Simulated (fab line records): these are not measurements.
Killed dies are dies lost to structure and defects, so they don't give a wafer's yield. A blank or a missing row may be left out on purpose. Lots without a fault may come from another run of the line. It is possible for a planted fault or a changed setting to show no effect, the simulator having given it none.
Which tool is to blame? -- flow nand harc -- Sampling: 7 lots, 21 wafers, 3 of 1302 route steps

WHAT EACH GAUGE READ, for each wafer
NHARC_THIN_TSV_THK_MEAS_02: measures by ir.
lot,measured,on,thk nm (nm)
L676,day 24 01:47,film metro-01,2886 3286 3006
L679,day 24 21:11,film metro-01,3031 2977 2693
L684,day 26 23:53,film metro-02,2856 2920 2946
L691,day 30 20:59,film metro-02,6027 5900 6128
L694,day 31 13:02,film metro-02,3039 2981 2947
L696,day 32 11:55,film metro-02,3212 2837 3076
L698,day 33 09:45,film metro-02,3302 2963 3243

EACH LOT AND THE TOOL THAT RAN IT (in order: tool; ch and the chambers of the sampled wafers; start)
lot,NHARC_A_BONDPAD_PRE_CLEAN_26,NHARC_THIN_TSV_CMP_01
L676,"pvd sputter-01, day 24 01:31 or earlier","cmp-04 ch 0,2,3, day 24 01:31"
L679,"pvd sputter-01, day 24 20:55 or earlier","cmp-04 ch 0,1,2, day 24 20:55"
L684,"pvd sputter-02, day 26 23:38 or earlier","cmp-04 ch 0,1,3, day 26 23:38"
L691,"pvd sputter-03, day 30 20:43 or earlier","cmp-02 ch 0,1,2, day 30 20:43"
L694,"pvd sputter-02, day 31 12:46 or earlier","cmp-02 ch 0,1, day 31 12:46"
L696,"pvd sputter-03, day 32 11:39 or earlier","cmp-04 ch 1,2, day 32 11:39"
L698,"pvd sputter-03, day 33 09:29 or earlier","cmp-04 ch 0,1,2, day 33 09:29"
- NHARC_A_BONDPAD_PRE_CLEAN_26: time 30 s.
- NHARC_THIN_TSV_CMP_01: polishes.

THE ANSWER, worked out from the rows above alone
Rule: usual is defined by the lots themselves. The widest of any qualifying gaps counts: lots, ordered by their means at a reading, are off when they make up no more than a third of the lots, leave a main group of 4 or more, and stand apart from it by 3 or more times the standard deviation of that group's means. The tables above print the reading to a certain number of digits; a main group whose means all agree to those digits is not used. A lot without any number at a reading at which 4 lots or more have one is off too. All remaining lots with rows at the step are treated as sound.
Off at NHARC_THIN_TSV_THK_MEAS_02 (thk nm): L691. The main group has a mean of 3011 nm with a standard deviation of 93.
If a tool, at a process step before that reading, ran all the lots that are off and no sound lot after the first of them, it fits. Those tools and the gauges at NHARC_THIN_TSV_THK_MEAS_02 are tried in the same way. NHARC_A_BONDPAD_PRE_CLEAN_26: start missing for some lots; hours and lot order therefore follow NHARC_THIN_TSV_CMP_01. No candidate that was tried fits.

WHAT THE SIMULATOR HAD INSERTED
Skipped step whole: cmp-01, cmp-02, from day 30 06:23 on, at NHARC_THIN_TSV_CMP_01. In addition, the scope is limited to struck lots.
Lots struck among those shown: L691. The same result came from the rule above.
